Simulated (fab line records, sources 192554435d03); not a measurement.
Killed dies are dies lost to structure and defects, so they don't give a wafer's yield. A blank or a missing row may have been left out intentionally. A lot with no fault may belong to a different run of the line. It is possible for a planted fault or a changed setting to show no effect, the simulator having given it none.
Chamber matching + flow n5-finfet + 4 sister chambers for N5_BEOL_M0_SAQP_ETCH_84 on rie-diel-05
The step etches SOC in N2/H2, target depth 100 nm, overetch 20 nm, time 150 s. 16 wafers are shown with their chamber, then 8 later ones without.

WAFERS, EACH WITH ITS CHAMBER
| wafer  | chamber | throttle-valve-pct (%) | drypump-motor-current-A (A) | showerhead-plenum-p-Torr (Torr) |
|--------|---------|------------------------|-----------------------------|---------------------------------|
| L078.1 | 2       | 17.65                  | 5.35                        | 2.50                            |
| L078.2 | 1       | 17.74                  | 5.74                        | 2.66                            |
| L078.3 | 3       | 18.13                  | 6.00                        | 2.61                            |
| L078.4 | 0       | 18.06                  | 5.51                        | 2.62                            |
| L078.5 | 1       | 17.74                  | 5.75                        | 2.66                            |
| L078.6 | 2       | 17.62                  | 5.33                        | 2.50                            |
| L079.1 | 2       | 17.62                  | 5.34                        | 2.49                            |
| L079.3 | 1       | 17.75                  | 5.77                        | 2.66                            |
| L079.6 | 0       | 18.08                  | 5.51                        | 2.62                            |
| L080.1 | 2       | 17.65                  | 5.32                        | 2.49                            |
| L080.2 | 3       | 18.11                  | 5.94                        | 2.60                            |
| L080.6 | 3       | 18.12                  | 5.94                        | 2.61                            |
| L082.2 | 0       | 18.08                  | 5.51                        | 2.62                            |
| L082.4 | 1       | 17.75                  | 5.76                        | 2.65                            |
| L082.5 | 1       | 17.75                  | 5.74                        | 2.65                            |
| L088.1 | 1       | 17.76                  | 5.76                        | 2.65                            |

SIGNATURES (averages over the wafers above)
| reading                  | chamber 0 | chamber 1 | chamber 2 | chamber 3 | scatter within a chamber |
|--------------------------|-----------|-----------|-----------|-----------|--------------------------|
| throttle-valve-pct       | 18.0733   | 17.7483   | 17.6350   | 18.1200   | 0.0117                   |
| drypump-motor-current-A  | 5.5100    | 5.7533    | 5.3350    | 5.9600    | 0.0174                   |
| showerhead-plenum-p-Torr | 2.6200    | 2.6550    | 2.4950    | 2.6067    | 0.00514                  |
Rule: distance of a wafer from a chamber = root of the sum over the readings of ((wafer's reading minus chamber's mean) / reading's scatter) squared. The wafer belongs to the nearest chamber; if the next one is less than 2 further off, it can't be placed. How the scatter is found: for the shown wafers, subtract from each reading the mean of its chamber, square and add these, divide the total by (wafers less chambers), then take the root.

WAFERS MISSING THEIR CHAMBER
| wafer  | throttle-valve-pct (%) | drypump-motor-current-A (A) | showerhead-plenum-p-Torr (Torr) |
|--------|------------------------|-----------------------------|---------------------------------|
| L088.2 | 18.15                  | 5.97                        | 2.60                            |
| L088.3 | 17.66                  | 5.33                        | 2.49                            |
| L088.4 | 18.11                  | 5.51                        | 2.62                            |
| L088.5 | 17.77                  | 5.74                        | 2.65                            |
| L088.6 | 17.67                  | 5.33                        | 2.49                            |
| L092.1 | 17.78                  | 5.78                        | 2.65                            |
| L092.3 | 17.66                  | 5.33                        | 2.49                            |
| L092.4 | 18.12                  | 5.48                        | 2.61                            |

WHICH CHAMBER EACH ONE RAN IN
| wafer  | from the rows above | in truth |
|--------|---------------------|----------|
| L088.2 | 3                   | 3        |
| L088.3 | 2                   | 2        |
| L088.4 | 0                   | 0        |
| L088.5 | 1                   | 1        |
| L088.6 | 2                   | 2        |
| L092.1 | 1                   | 1        |
| L092.3 | 2                   | 2        |
| L092.4 | 0                   | 0        |
8 of 8 placed correctly. From these rows, 0 cannot be placed. Number placed wrongly: 0.
